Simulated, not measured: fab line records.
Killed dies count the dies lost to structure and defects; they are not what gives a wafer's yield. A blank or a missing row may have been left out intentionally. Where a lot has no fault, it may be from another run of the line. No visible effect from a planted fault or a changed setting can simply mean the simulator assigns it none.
fab line records	flow n5-finfet
record: lots: 6	wafers: 18	last-day: 18
route steps=1938 shown FIN_SAQP@97 BEOL_M4@1111
lots untouched by any fault: they come from a run of this same line in which no faults occurred
start-h: start of the lot's first displayed wafer, in hours after the record's first day	wait-h: time in hours since the lot's previous step	" as in the row above	L1.1+2: a row that stands for several wafers	- either no value or no given start	* or withheld: withheld	< > ~ a bound
route shown NAME@n: a module of which the file shows steps, and the number in the route of the first	usual: mean/standard deviation of fault-free wafers	same: alike in all rows	chamber/n: place in a boat	sites: the reading at each site	_std_site: their standard deviation	_edge_site: outer sites' mean less inner sites'	radius-mm: for every site, how far away it sits from the centre of the wafer	mask NAME#n: copy n	behind: the tool/chamber that last shaped the wafer	hold: the reason the lot was held/the length of the hold in hours/how it ended	device: transistor that didn't switch, given as n, p or np	end of line: tests of these same wafers at the route's end	a step given without rows: its recipe and nothing more	killed: at the first sort, the dies lost to defects and structure; wafer yield is something else	map: per-die view of a wafer (x killed, . not killed, _ where there is no die)
set.NAME: the run value of the setting; set.NAME@STEP: its run value at that earlier step	model.NAME: the simulator's own value behind a step, which no gauge read
lots at selected steps of the route; one table per step, one row per wafer
services: when a tool's chamber went out of use (start-h, in hours from the record's first day, below 0 if earlier), for how many hours, and the reason
== steps ==
step: N5_FIN_SAQP_THK_MEAS_05
usual: thk-nm: 37.9/0.47
lot.wafer	tool	chamber	start-h	wait-h	thk-nm
L858.2	film-metro-01	-	38.75	0.1	36.9
L858.3	"	-	"	"	36.8
L858.4	"	-	"	"	37.5
L863.2	film-metro-01	-	68.57	0.1	37.7
L863.3	"	-	"	"	37.4
L863.6	"	-	"	"	37.9
L864.1	film-metro-01	-	75.20	0.1	37.9
L864.3	"	-	"	"	37.4
L864.4	"	-	"	"	37.8
L869.3	film-metro-01	-	104.64	0.1	37.7
L869.4	"	-	"	"	38.3
L869.5	"	-	"	"	38.3
L875.2	film-metro-01	-	140.44	0.1	37.6
L875.3	"	-	"	"	37.4
L875.5	"	-	"	"	38.5
L878.2	film-metro-02	-	159.62	0.1	38.2
L878.3	"	-	"	"	38.4
L878.5	"	-	"	"	38.8
step: N5_FIN_SAQP_PECVD_47
recipe: material: a-Si	target-thk-a: 450	temp-c: 400	precursor: SiH4/He	pressure-torr: 3	rf-w: 100	time-s: 36.3
usual: heater-power-w: 849/90	rf-fwd-power-W: 99.0/0.35	showerhead-plenum-p-Torr: 5.67/0.031	throttle-valve-pct: 18.4/1.2
lot.wafer	tool	chamber	start-h	wait-h	heater-power-w	rf-fwd-power-W	showerhead-plenum-p-Torr	throttle-valve-pct
L858.2	pecvd-01	0	38.79	0.0	836	99.1	5.66	17.4
L858.3	"	2	"	"	1049	99.5	5.64	17.4
L858.4	"	0	"	"	840	98.6	5.65	17.6
L863.2	pecvd-03	2	68.61	0.0	749	99.4	5.70	18.9
L863.3	"	1	"	"	850	99.0	5.71	19.7
L863.6	"	1	"	"	895	99.1	5.71	19.5
L864.1	pecvd-03	0	75.23	0.0	805	99.1	5.70	17.2
L864.3	"	2	"	"	763	98.9	5.70	18.8
L864.4	"	1	"	"	984	99.4	5.71	19.6
L869.3	pecvd-04	0	104.67	0.0	811	98.7	5.67	20.8
L869.4	"	1	"	"	973	98.5	5.68	17.2
L869.5	"	0	"	"	802	99.0	5.66	20.3
L875.2	pecvd-03	1	140.48	0.0	840	98.7	5.70	19.3
L875.3	"	2	"	"	755	98.9	5.69	19.0
L875.5	"	2	"	"	757	98.9	5.69	18.9
L878.2	pecvd-01	2	159.66	0.0	1001	99.9	5.66	17.6
L878.3	"	0	"	"	850	98.7	5.67	17.8
L878.5	"	0	"	"	835	98.6	5.67	17.8
step: N5_FIN_SAQP_PECVD_48
recipe: material: SiNx	target-thk-a: 250	temp-c: 400	precursor: SiH4/NH3/N2	pressure-torr: 1.5	rf-w: 300	time-s: 22.1
usual: heater-power-w: 792/92	rf-fwd-power-W: 296.8/1.2	showerhead-plenum-p-Torr: 5.15/0.042	throttle-valve-pct: 40.3/2.7
lot.wafer	tool	chamber	start-h	wait-h	heater-power-w	rf-fwd-power-W	showerhead-plenum-p-Torr	throttle-valve-pct
L858.2	pecvd-01	0	38.83	0.0	757	294.9	5.12	38.8
L858.3	"	2	"	"	991	299.9	5.12	37.7
L858.4	"	0	"	"	760	294.9	5.12	38.5
L863.2	pecvd-03	2	68.65	0.0	729	296.8	5.18	41.0
L863.3	"	1	"	"	908	296.1	5.19	43.1
L863.6	"	1	"	"	904	297.4	5.20	43.1
L864.1	pecvd-03	0	75.28	0.0	865	296.9	5.17	38.1
L864.3	"	2	"	"	675	295.8	5.17	41.3
L864.4	"	1	"	"	846	297.0	5.21	43.3
L869.3	pecvd-04	0	104.72	0.0	820	297.3	5.16	45.1
L869.4	"	1	"	"	747	295.2	5.17	38.0
L869.5	"	0	"	"	782	298.4	5.15	45.2
L875.2	pecvd-03	1	140.52	0.0	841	295.8	5.22	43.2
L875.3	"	2	"	"	655	298.7	5.17	41.1
L875.5	"	2	"	"	663	297.9	5.17	40.9
L878.2	pecvd-01	2	159.70	0.0	980	296.5	5.13	38.1
L878.3	"	0	"	"	778	296.5	5.12	38.6
L878.5	"	0	"	"	788	296.2	5.13	38.4
step: N5_FIN_SAQP_PECVD_06
recipe: material: a-Si	target-thk-a: 600	temp-c: 400	precursor: SiH4/He	pressure-torr: 3	rf-w: 100	time-s: 48.1
usual: heater-power-w: 871/94	rf-fwd-power-W: 99.3/0.35	showerhead-plenum-p-Torr: 5.68/0.031	throttle-valve-pct: 18.4/1.2
lot.wafer	tool	chamber	start-h	wait-h	heater-power-w	rf-fwd-power-W	showerhead-plenum-p-Torr	throttle-valve-pct
L858.2	pecvd-01	0	38.87	0.0	864	99.6	5.64	17.6
L858.3	"	2	"	"	1054	99.4	5.65	17.4
L858.4	"	0	"	"	844	99.3	5.67	17.4
L863.2	pecvd-03	2	68.69	0.0	780	99.3	5.69	18.8
L863.3	"	1	"	"	964	99.1	5.71	19.5
L863.6	"	1	"	"	957	99.4	5.71	19.4
L864.1	pecvd-03	0	75.31	0.0	942	99.6	5.68	17.6
L864.3	"	2	"	"	806	99.4	5.70	18.8
L864.4	"	1	"	"	1004	99.2	5.71	19.8
L869.3	pecvd-04	0	104.76	0.0	820	99.4	5.67	20.3
L869.4	"	1	"	"	844	99.3	5.69	17.1
L869.5	"	0	"	"	826	99.6	5.68	20.6
L875.2	pecvd-03	1	140.56	0.0	981	98.9	5.71	19.8
L875.3	"	2	"	"	721	99.1	5.69	18.7
L875.5	"	2	"	"	729	99.8	5.69	18.8
L878.2	pecvd-01	2	159.74	0.0	1089	99.8	5.66	17.7
L878.3	"	0	"	"	866	99.1	5.67	18.0
L878.5	"	0	"	"	733	99.0	5.67	17.5
step: N5_FIN_SAQP_THK_MEAS_07
usual: thk-nm: 59.9/0.8
lot.wafer	tool	chamber	start-h	wait-h	thk-nm
L858.2	film-metro-02	-	38.96	0.1	60.7
L858.3	"	-	"	"	59.3
L858.4	"	-	"	"	61.5
L863.2	film-metro-01	-	68.78	0.1	60.0
L863.3	"	-	"	"	59.6
L863.6	"	-	"	"	59.4
L864.1	film-metro-01	-	75.40	0.1	60.4
L864.3	"	-	"	"	59.6
L864.4	"	-	"	"	60.1
L869.3	film-metro-02	-	104.85	0.1	58.5
L869.4	"	-	"	"	60.1
L869.5	"	-	"	"	59.9
L875.2	film-metro-01	-	140.65	0.1	59.3
L875.3	"	-	"	"	59.7
L875.5	"	-	"	"	60.7
L878.2	film-metro-02	-	159.83	0.1	59.7
L878.3	"	-	"	"	59.7
L878.5	"	-	"	"	60.2
step: N5_FIN_SAQP_HM_DEP_72
recipe: material: SiO2	target-thk-a: 120	temp-c: 400	precursor: SiH4/N2O	pressure-torr: 0.75	rf-w: 275	time-s: 7.2
usual: heater-power-w: 816/98	rf-fwd-power-W: 272.5/0.95	showerhead-plenum-p-Torr: 8.16/0.078
lot.wafer	tool	chamber	start-h	wait-h	heater-power-w	rf-fwd-power-W	showerhead-plenum-p-Torr
L858.2	pecvd-04	2	39.00	0.0	711	271.5	8.03
L858.3	"	0	"	"	828	272.9	8.17
L858.4	"	0	"	"	846	272.7	8.15
L863.2	pecvd-03	0	68.81	0.0	870	273.7	8.21
L863.3	"	2	"	"	735	272.5	8.23
L863.6	"	1	"	"	876	273.1	8.27
L864.1	pecvd-04	1	75.44	0.0	923	270.7	8.18
L864.3	"	2	"	"	721	271.8	8.02
L864.4	"	0	"	"	806	273.4	8.16
L869.3	pecvd-03	0	104.88	0.0	849	273.3	8.22
L869.4	"	0	"	"	870	273.6	8.23
L869.5	"	1	"	"	753	273.3	8.25
L875.2	pecvd-01	0	140.69	0.0	756	272.4	8.13
L875.3	"	0	"	"	768	271.3	8.12
L875.5	"	2	"	"	1053	273.6	8.10
L878.2	pecvd-04	0	159.88	0.0	706	273.3	8.18
L878.3	"	2	"	"	750	271.9	8.02
L878.5	"	1	"	"	898	271.8	8.22
step: N5_FIN_SAQP_COAT_49
recipe: resist: SOC	temp-c: 250	time-s: 60	spin-rpm: 1500	resist-thk-nm: 100
step: N5_FIN_SAQP_COAT_50
recipe: resist: SiARC	temp-c: 220	time-s: 60	spin-rpm: 1500	resist-thk-nm: 35
step: N5_FIN_SAQP_COAT_10
recipe: resist: CAR-ArF	spin-rpm: 1500	resist-thk-nm: 90
step: N5_FIN_SAQP_EBR_12
recipe: solvent: PGMEA	ebr-width-mm: 1.5
step: N5_FIN_SAQP_SOFTBAKE_11
recipe: temp-c: 110	time-s: 60	resist: CAR-ArF
step: N5_FIN_SAQP_EXPOSE_13
recipe: mask-id: FIN_CORE	na: 1.35	source-shape: dipole	sigma-inner: 0.538	sigma-outer: 0.738	polarization: te	target-cd-nm: 35.6	dose-mj: 63.25
step: N5_FIN_SAQP_PEB_14
recipe: peb-temp-c: withheld	peb-time-s: 60	resist: CAR-ArF
lot.wafer	tool	chamber	start-h	wait-h
L858.2+3+4	litho-track-04	0	39.38	0.1
L863.2+3+6	litho-track-04	0	69.19	0.0
L864.1+3+4	litho-track-04	0	75.82	0.1
L869.3+4+5	litho-track-03	0	105.26	0.0
L875.2+3+5	litho-track-03	0	140.97	0.0
L878.2+3+5	litho-track-01	0	160.13	0.0
step: N5_FIN_SAQP_DEVELOP_15
recipe: develop-time-s: 30	developer: TMAH	resist: CAR-ArF	dev-temp-c: 23	rinse-liquid: diw	dry: air-spin
step: N5_FIN_SAQP_CD_MEAS_16
recipe: target-cd-nm: 35.6	landing-energy-ev: 500	detector: se-inlens
usual: cd-nm: 35.60/0.26
lot.wafer	tool	chamber	start-h	wait-h	cd-nm
L858.2	cd-sem-03	0	39.45	-	35.68
L858.3	"	0	"	"	35.75
L858.4	"	0	"	"	35.50
L863.2	cd-sem-02	0	69.26	-	35.90
L863.3	"	0	"	"	35.64
L863.6	"	0	"	"	32.76
L864.1	cd-sem-02	0	75.89	-	35.16
L864.3	"	0	"	"	35.64
L864.4	"	0	"	"	33.30
L869.3	cd-sem-01	0	105.33	-	35.04
L869.4	"	0	"	"	35.18
L869.5	"	0	"	"	35.67
L875.2	cd-sem-01	0	141.04	-	35.49
L875.3	"	0	"	"	35.66
L875.5	"	0	"	"	36.05
L878.2	cd-sem-03	0	160.20	-	35.43
L878.3	"	0	"	"	35.68
L878.5	"	0	"	"	35.84
step: N5_FIN_SAQP_OVL_MEAS_17
recipe: points-per-wafer: 44
usual: FIN_CORE_OVL: -0.1/0.84
lot.wafer	tool	chamber	start-h	wait-h	FIN_CORE_OVL[nm]
L858.2	overlay-01	0	39.48	0.0	-0.7
L858.3	"	0	"	"	0.7
L858.4	"	0	"	"	-0.5
L863.2	overlay-02	0	69.30	0.0	-0.4
L863.3	"	0	"	"	0.4
L863.6	"	0	"	"	1.4
L864.1	overlay-01	0	75.93	0.0	-0.5
L864.3	"	0	"	"	0.3
L864.4	"	0	"	"	0.7
L869.3	overlay-02	0	105.37	0.0	0.4
L869.4	"	0	"	"	0.4
L869.5	"	0	"	"	-0.4
L875.2	overlay-02	0	141.07	0.0	-0.7
L875.3	"	0	"	"	0.5
L875.5	"	0	"	"	0.8
L878.2	overlay-01	0	160.24	0.0	-0.1
L878.3	"	0	"	"	-0.5
L878.5	"	0	"	"	-1.1
step: N5_BEOL_M4_RC_MEAS_101
usual: DIBL_N: 36.3/1.6	DIBL_P: 36.5/1.6	IOFF_N: 0.163/0.026	IOFF_P: 0.22/0.033	ION_N: 676/9.9	ION_P: 464/6.5	SS_N: 71.5/0.5	SS_P: 73.3/0.64	VT_N: 249.3/2.9	VT_P: -250/3.2
lot.wafer	tool	chamber	start-h	wait-h	DIBL_N[mV/V]	DIBL_P[mV/V]	IOFF_N[nA/um]	IOFF_P[nA/um]	ION_N[uA/um]	ION_P[uA/um]	SS_N[mV/dec]	SS_P[mV/dec]	VT_N[mV]	VT_P[mV]
L858.2	prober-01	0	200.31	0.2	35.0	36.0	0.166	0.20	675	458	71.8	73.5	250.1	-250
L858.3	"	0	"	"	34.6	35.3	0.157	0.18	672	459	72.0	73.3	249.7	-251
L858.4	"	0	"	"	35.8	37.9	0.195	0.22	692	466	72.3	73.9	245.3	-250
L864.1	prober-02	0	234.64	0.0	38.6	37.4	0.206	0.25	683	462	72.3	73.8	246.6	-247
L864.3	"	0	"	"	37.5	36.7	0.191	0.25	694	471	71.6	73.3	244.8	-247
L864.4	"	0	"	"	37.9	36.6	0.196	0.24	684	472	72.0	73.9	244.2	-247
L863.2	prober-01	0	235.26	0.2	36.2	37.9	0.166	0.22	676	458	72.0	73.1	248.0	-248
L863.3	"	0	"	"	32.9	33.1	0.108	0.15	653	453	70.8	71.0	254.9	-253
L863.6	"	0	"	"	34.8	35.3	0.141	0.17	670	456	70.8	72.5	248.7	-254
L869.3	prober-02	0	271.06	0.3	38.8	38.6	0.221	0.25	688	465	72.2	73.3	246.4	-249
L869.4	"	0	"	"	36.6	36.2	0.177	0.21	673	457	72.2	73.1	248.0	-252
L869.5	"	0	"	"	37.1	36.6	0.181	0.21	685	461	71.1	73.8	247.4	-251
L875.2	prober-01	0	304.34	0.2	36.2	39.3	0.170	0.23	669	460	71.8	74.0	246.4	-248
L875.3	"	0	"	"	35.7	38.4	0.167	0.22	679	460	71.3	73.0	249.9	-248
L875.5	"	0	"	"	35.8	38.8	0.165	0.22	681	468	71.3	74.3	249.0	-250
L878.2	prober-01	0	320.63	0.2	36.4	35.6	0.161	0.23	686	466	72.0	73.8	247.9	-248
L878.3	"	0	"	"	36.5	35.7	0.180	0.24	687	467	71.3	73.3	248.0	-247
L878.5	"	0	"	"	37.7	36.8	0.195	0.25	691	467	72.5	74.8	244.9	-246
== services ==
tool	chamber	start-h	hours	kind
pecvd-03	1	29.28	5.5	scheduled-down
pecvd-04	-	43.47	2.3	repair
pecvd-03	-	45.86	1.1	repair
pecvd-01	2	104.60	2.1	scheduled-down
pecvd-04	-	130.61	2.8	pm
pecvd-01	-	131.39	2.0	repair
pecvd-01	2	144.48	5.0	scheduled-down
== key ==
first-sign: step: N5_FIN_SAQP_CD_MEAS_16	reading: cd-nm	direction: down	sigmas: 9.8	usual: 35.60	struck: 33.03
effect none on later readings
met-at N5_FIN_SAQP_PEB_14
struck-wafers L863.6,L864.4
onset-between 39.38 69.19
fault: kind: process-parameter-drift	tool: litho-track-04	chamber: -	onset-h: 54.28	steps: N5_FIN_SAQP_PEB_14	channel: peb-time-s	offset: *	shape: step	end-h: 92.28	scope: struck-wafers-only	acts-in: *	stated: *
